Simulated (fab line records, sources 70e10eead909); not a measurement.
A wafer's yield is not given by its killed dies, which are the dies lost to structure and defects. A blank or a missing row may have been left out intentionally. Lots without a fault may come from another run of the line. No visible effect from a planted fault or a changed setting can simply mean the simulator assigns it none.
Chamber matching / flow nand-harc / cmp-03 running NHARC_A_M1_CMP_23: 4 sister chambers
The step polishes, t overpolish 20 s, target thk 154.34 nm. 4 wafers are shown with their chamber, then 10 later ones without.

EACH WAFER AND ITS CHAMBER
wafer=L082.4; chamber=1; motor-current-A (A)=12.8
wafer=L087.1; chamber=3; motor-current-A (A)=12.5
wafer=L085.5; chamber=0; motor-current-A (A)=12.7
wafer=L086.5; chamber=2; motor-current-A (A)=12.7

WAFERS WITHOUT THEIR CHAMBER
wafer=L086.6; motor-current-A (A)=13.4
wafer=L088.1; motor-current-A (A)=12.3
wafer=L088.2; motor-current-A (A)=12.8
wafer=L088.4; motor-current-A (A)=13.1
wafer=L091.3; motor-current-A (A)=12.3
wafer=L091.5; motor-current-A (A)=13.4
wafer=L091.6; motor-current-A (A)=12.8
wafer=L094.1; motor-current-A (A)=13.8
wafer=L094.2; motor-current-A (A)=13.3
wafer=L094.5; motor-current-A (A)=13.6

WHICH CHAMBER EACH ONE RAN IN
wafer=L086.6; from the rows above=can't be placed: 1 or 0 or 2 or 3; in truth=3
wafer=L088.1; from the rows above=can't be placed: 3 or 0 or 2 or 1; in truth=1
wafer=L088.2; from the rows above=can't be placed: 1 or 0 or 2 or 3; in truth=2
wafer=L088.4; from the rows above=can't be placed: 1 or 0 or 2 or 3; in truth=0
wafer=L091.3; from the rows above=can't be placed: 3 or 0 or 2 or 1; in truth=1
wafer=L091.5; from the rows above=can't be placed: 1 or 0 or 2 or 3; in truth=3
wafer=L091.6; from the rows above=can't be placed: 1 or 0 or 2 or 3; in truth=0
wafer=L094.1; from the rows above=can't be placed: 1 or 0 or 2 or 3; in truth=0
wafer=L094.2; from the rows above=can't be placed: 1 or 0 or 2 or 3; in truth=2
wafer=L094.5; from the rows above=can't be placed: 1 or 0 or 2 or 3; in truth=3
Placed correctly: 0 of 10. These rows do not allow placing 10 (true chamber among the candidates in 10). Placed wrongly: 0.
How it was worked out, from the rows above alone: a wafer's distance from a chamber is the root of the sum, over the readings, of the square of ((its reading less the chamber's mean) divided by the reading's scatter). If the next closest chamber is less than 2 further off than the closest, the wafer can't be placed; otherwise it belongs to the closest. For every chamber, the mean is computed from those of its wafers that are shown. The scatter: with one shown wafer a chamber, the root of the mean of the squares of how far each hidden wafer lies from its nearest shown one.
